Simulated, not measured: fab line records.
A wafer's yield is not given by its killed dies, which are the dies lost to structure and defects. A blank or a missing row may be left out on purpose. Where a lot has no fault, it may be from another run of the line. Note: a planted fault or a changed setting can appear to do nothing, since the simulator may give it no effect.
Which tool is to blame? | flow n5_finfet | 10 lots, 27 wafers sampled, at 5 steps of a route of 1938

== WHAT EACH GAUGE READ, for each wafer ==
N5_WELL_APT_CD_MEAS_08 targets a cd of 200 nm.
lot  | measured    | on        | cd_nm (nm)
L691 | day 2 01:46 | cd_sem-02 | 197.8 198.0 199.2
L693 | day 2 13:41 | cd_sem-03 | 199.2 197.6 199.4
L695 | day 3 01:49 | cd_sem-01 | 196.3 196.5 197.5
L698 | day 3 19:41 | cd_sem-02 | 198.3 200.2 196.3
L699 | day 4 01:34 | cd_sem-01 | 202.1 199.1 199.9
L706 | day 5 19:41 | cd_sem-02 | 199.1 204.0
L708 | day 6 07:34 | cd_sem-03 | 198.9 197.1
L709 | day 6 14:00 | cd_sem-02 | 199.3 199.0
L710 | day 6 19:57 | cd_sem-02 | 196.3 195.8 195.3
L711 | day 7 02:04 | cd_sem-02 | 198.3 199.5 199.8

N5_WELL_APT_INSPECT_27: inspects for defects (macro).
lot  | measured    | on                | raw_defect_count
L691 | day 2 03:04 | defect_inspect-02 | 2 3 2
L693 | day 2 14:53 | defect_inspect-01 | 1 1 3
L695 | day 3 03:05 | defect_inspect-01 | 5 1 2
L698 | day 3 20:52 | defect_inspect-01 | 0 2 0
L699 | day 4 02:59 | defect_inspect-01 | 1 0 0
L706 | day 5 21:49 | defect_inspect-01 | 1 2
L708 | day 6 09:09 | defect_inspect-02 | 5 2
L709 | day 6 15:25 | defect_inspect-02 | 3 3
L710 | day 6 21:23 | defect_inspect-01 | 2 1 4
L711 | day 7 03:24 | defect_inspect-01 | 2 0 2

N5_BEOL_M4_RC_MEAS_101.
lot  | measured     | on        | CJ_N           | CJ_P           | DIBL_N (mV/V)  | DIBL_P (mV/V)  | IOFF_N (nA/um) | IOFF_N_85C (nA/um) | IOFF_N_LIN (nA/um) | IOFF_P (nA/um) | IOFF_P_85C (nA/um) | IOFF_P_LIN (nA/um) | ION_N (uA/um) | ION_P (uA/um) | RS_NWELL (ohm/sq) | RS_PWELL (ohm/sq) | SS_N (mV/dec)  | SS_P (mV/dec)  | VT_N (mV)   | VT_P (mV)
L691 | day 8 08:05  | prober-01 | 4.32 4.31 4.37 | 5.83 5.80 5.98 | 38.7 37.0 35.7 | 41.7 39.1 36.9 | 0.22 0.16 0.14 | 4.0 3.1 2.8        | 0.091 0.073 0.062  | 0.27 0.20 0.18 | 4.5 3.6 3.3        | 0.116 0.092 0.086  | 674 664 645   | 463 454 445   | 1039 1039 1040    | 3045 3025 3043    | 72.6 73.0 72.5 | 75.0 73.4 73.1 | 248 254 256 | -248 -251 -253
L693 | day 9 00:58  | prober-01 | 4.42 4.37 4.36 | 6.09 5.83 5.85 | 37.8 36.9 35.3 | 36.6 35.6 33.9 | 0.17 0.15 0.12 | 3.3 3.0 2.6        | 0.077 0.070 0.061  | 0.21 0.19 0.18 | 3.6 3.4 3.2        | 0.103 0.096 0.093  | 675 657 650   | 459 451 447   | 1039 1046 1044    | 3017 3019 3028    | 71.3 71.4 70.9 | 73.5 73.4 72.8 | 247 247 252 | -249 -249 -250
L695 | day 9 04:19  | prober-01 | 4.31 4.43 4.48 | 5.76 5.72 5.66 | 38.4 39.2 39.6 | 39.0 38.8 39.8 | 0.19 0.20 0.21 | 3.6 3.7 3.9        | 0.085 0.083 0.087  | 0.27 0.25 0.27 | 4.5 4.2 4.5        | 0.116 0.109 0.116  | 665 668 658   | 464 449 454   | 1031 1035 1036    | 3024 3000 3009    | 72.2 72.3 72.4 | 73.6 74.1 74.5 | 247 249 247 | -248 -249 -250
L698 | day 10 03:26 | prober-01 | 4.43 4.37 4.32 | 5.99 5.95 5.81 | 36.7 36.6 36.5 | 37.4 37.3 36.7 | 0.17 0.16 0.15 | 3.2 3.2 2.9        | 0.077 0.074 0.069  | 0.20 0.20 0.20 | 3.7 3.7 3.5        | 0.096 0.095 0.091  | 681 673 662   | 467 464 454   | 1030 1042 1042    | 2995 2997 3042    | 71.9 71.7 71.5 | 74.2 73.3 73.5 | 252 252 254 | -252 -256 -253
L699 | day 10 10:58 | prober-02 | 4.34 4.28 4.42 | 5.80 5.53 5.39 | 34.3 36.5 35.7 | 35.1 36.9 35.4 | 0.13 0.17 0.15 | 2.7 3.2 3.0        | 0.064 0.078 0.070  | 0.18 0.20 0.18 | 3.3 3.7 3.3        | 0.090 0.097 0.088  | 666 675 666   | 454 460 454   | 1046 1042 1050    | 3005 2975 2974    | 70.0 71.4 71.4 | 72.4 74.1 73.5 | 252 249 253 | -253 -253 -255
L706 | day 11 21:56 | prober-02 | 2.54 2.52      | 2.24 2.23      | 74.5 51.7      | 56.8 44.3      | 8.91 1.38      | 93.1 19.6          | 0.403 0.161        | 2.32 0.63      | 27.4 9.1           | 0.282 0.165        | 708 694       | 486 477       | 967 967           | 2344 2372         | 115.7 89.5     | 90.2 79.1      | 238 240     | -239 -243
L708 | day 13 09:07 | prober-01 | 2.55 4.44      | 2.25 5.80      | 56.6 33.9      | 46.2 35.1      | 2.19 0.11      | 27.9 2.4           | 0.186 0.054        | 0.65 0.17      | 9.4 3.0            | 0.161 0.086        | 692 653       | 478 449       | 975 1032          | 2351 3012         | 95.9 71.3      | 80.2 72.6      | 245 256     | -244 -254
L709 | day 13 12:22 | prober-01 | 4.32 2.52      | 5.93 2.22      | 36.6 60.7      | 35.7 44.1      | 0.15 2.96      | 2.9 35.4           | 0.067 0.209        | 0.21 0.64      | 3.7 9.3            | 0.104 0.163        | 669 694       | 464 472       | 1038 974          | 2973 2298         | 71.4 102.3     | 73.2 80.1      | 253 245     | -249 -246
L710 | day 13 14:22 | prober-02 | 4.43 4.33 4.38 | 6.07 6.02 6.02 | 36.6 39.4 38.0 | 36.8 40.1 38.7 | 0.13 0.18 0.15 | 2.7 3.6 3.0        | 0.060 0.079 0.069  | 0.17 0.21 0.19 | 3.0 3.6 3.3        | 0.084 0.096 0.089  | 658 662 664   | 447 452 454   | 1032 1029 1036    | 3035 3031 3039    | 71.6 72.6 71.6 | 73.4 73.8 74.3 | 256 249 253 | -257 -251 -254
L711 | day 14 10:43 | prober-02 | 4.38 4.39 4.38 | 6.21 5.92 6.00 | 35.5 36.0 35.8 | 34.4 35.2 34.2 | 0.15 0.16 0.14 | 2.9 3.1 2.9        | 0.070 0.075 0.067  | 0.20 0.22 0.20 | 3.6 3.8 3.5        | 0.101 0.106 0.097  | 675 678 664   | 467 466 461   | 1029 1024 1028    | 3011 3012 3020    | 72.0 71.8 71.2 | 73.6 73.5 73.1 | 250 246 251 | -250 -249 -252

== WHICH TOOL RAN EACH LOT (tool, then ch and the chambers of the sampled wafers, then the start) ==
lot  | N5_WELL_APT_EPI_41             | N5_PMOS_HMC_CHANNEL_EPI_STRIP_33
L691 | epi_rpcvd-03 ch 0, day 2 04:41 | rie_diel-06 ch 0,3, day 2 06:07
L693 | epi_rpcvd-03 ch 0, day 2 16:19 | rie_diel-02 ch 0,2, day 2 17:56
L695 | epi_rpcvd-04 ch 0, day 3 05:53 | rie_diel-06 ch 0,2,3, day 3 07:08
L698 | epi_rpcvd-03 ch 0, day 3 22:20 | rie_diel-04 ch 0,1,2, day 3 23:51
L699 | epi_rpcvd-01 ch 0, day 4 04:07 | rie_diel-04 ch 0,1,2, day 4 05:25
L706 | epi_rpcvd-03 ch 0, day 5 23:16 | rie_diel-02 ch 1, day 6 00:21
L708 | epi_rpcvd-03 ch 0, day 6 11:05 | rie_diel-06 ch 1,3, day 6 12:11
L709 | epi_rpcvd-03 ch 0, day 6 16:40 | rie_diel-02 ch 2,3, day 6 18:11
L710 | epi_rpcvd-01 ch 0, day 6 22:37 | rie_diel-06 ch 1,2, day 7 00:31
L711 | epi_rpcvd-01 ch 0, day 7 04:47 | rie_diel-04 ch 0,2, day 7 06:12
- N5_WELL_APT_EPI_41: deposits Si from SiH4/H2, target thk 50 nm, time 297.7 s.
- N5_PMOS_HMC_CHANNEL_EPI_STRIP_33: strips in N2/H2.

== AS READ BY THE TOOLS THEMSELVES (means over the sampled wafers that have a number; for cases with no such wafer, the mark the record gives instead) ==
N5_WELL_APT_EPI_41.
lot  | tool         | run_length_s (s) | throttle_valve_pct (%)
L691 | epi_rpcvd-03 | 363              | 11.6
L693 | epi_rpcvd-03 | 363              | 11.8
L695 | epi_rpcvd-04 | 362              | 11.0
L698 | epi_rpcvd-03 | 363              | 11.8
L699 | epi_rpcvd-01 | 356              | 11.0
L706 | epi_rpcvd-03 | 554              | 11.7
L708 | epi_rpcvd-03 | 462              | 11.8
L709 | epi_rpcvd-03 | 454              | 11.6
L710 | epi_rpcvd-01 | 363              | 11.2
L711 | epi_rpcvd-01 | 364              | 11.3

N5_PMOS_HMC_CHANNEL_EPI_STRIP_33.
lot  | tool        | drypump_motor_current_A (A) | oes_product_au (a.u.) | rf_vpp_V (V) | showerhead_plenum_p_Torr (Torr) | throttle_valve_pct (%)
L691 | rie_diel-06 | 5.4                         | 0.76                  | 55.2         | 3.33                            | 19.0
L693 | rie_diel-02 | 5.5                         | 0.72                  | 54.2         | 3.41                            | 19.3
L695 | rie_diel-06 | 5.5                         | 0.81                  | 53.9         | 3.34                            | 18.8
L698 | rie_diel-04 | 5.9                         | 0.79                  | 54.2         | 3.37                            | 18.7
L699 | rie_diel-04 | 6.0                         | 0.79                  | 53.5         | 3.37                            | 18.7
L706 | rie_diel-02 | 6.1                         | 0.91                  | 53.1         | 3.44                            | 19.1
L708 | rie_diel-06 | 5.5                         | 0.78                  | 53.9         | 3.30                            | 19.1
L709 | rie_diel-02 | 5.3                         | 0.78                  | 54.5         | 3.40                            | 18.9
L710 | rie_diel-06 | 5.8                         | 0.84                  | 54.6         | 3.32                            | 18.8
L711 | rie_diel-04 | 6.0                         | 0.73                  | 53.7         | 3.43                            | 18.8

== THE ANSWER, worked out from the rows above alone ==
Rule: what is usual is taken from the lots themselves. Put in order of their means at a reading, lots are off if they are a third of the lots or fewer, leave a main group of 4 or more, and stand apart from it by a gap of 3 or more times the standard deviation of the main group's means; of several such gaps the widest counts. If all means in a main group match to the digits the tables above print for the reading, that group is not used. A lot without any number at a reading at which 4 lots or more have one is off too. All remaining lots with rows at the step are treated as sound. Order of review: gauges by route order, followed by the tools' own readings, for which a lot's mean as printed above is used. At the first step where some lot is off, the reading lying furthest off is the one used; lots without a number count as furthest.
Off: at N5_BEOL_M4_RC_MEAS_101 (IOFF_N), L706, L708, L709. The main group: mean 0.16 nA/um, standard deviation 0.018.
A tool fits if, at a process step before that reading, it ran every lot that is off, and no sound lot after the first of them. The gauges at N5_BEOL_M4_RC_MEAS_101 aren't tried: what is off there is off at N5_WELL_APT_EPI_41 too, on other tools, and a gauge's error can't cause that. One fits: epi_rpcvd-03 at N5_WELL_APT_EPI_41. A fault onset in the window from L698 (day 3 22:20, its last sound lot) to L706 (day 5 23:16, its first lot off) fits.
The tool's own readings at N5_WELL_APT_EPI_41 bear it out: on the lots that are off they differ by more than 5 times the standard deviation of the sound lots' means. run_length_s reads 490 s there against 362 s on the sound lots.

== WHAT WAS PUT IN BY THE SIMULATOR ==
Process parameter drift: epi_rpcvd-03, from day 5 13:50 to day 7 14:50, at N5_WELL_APT_EPI_41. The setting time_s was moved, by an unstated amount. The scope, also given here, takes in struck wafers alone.
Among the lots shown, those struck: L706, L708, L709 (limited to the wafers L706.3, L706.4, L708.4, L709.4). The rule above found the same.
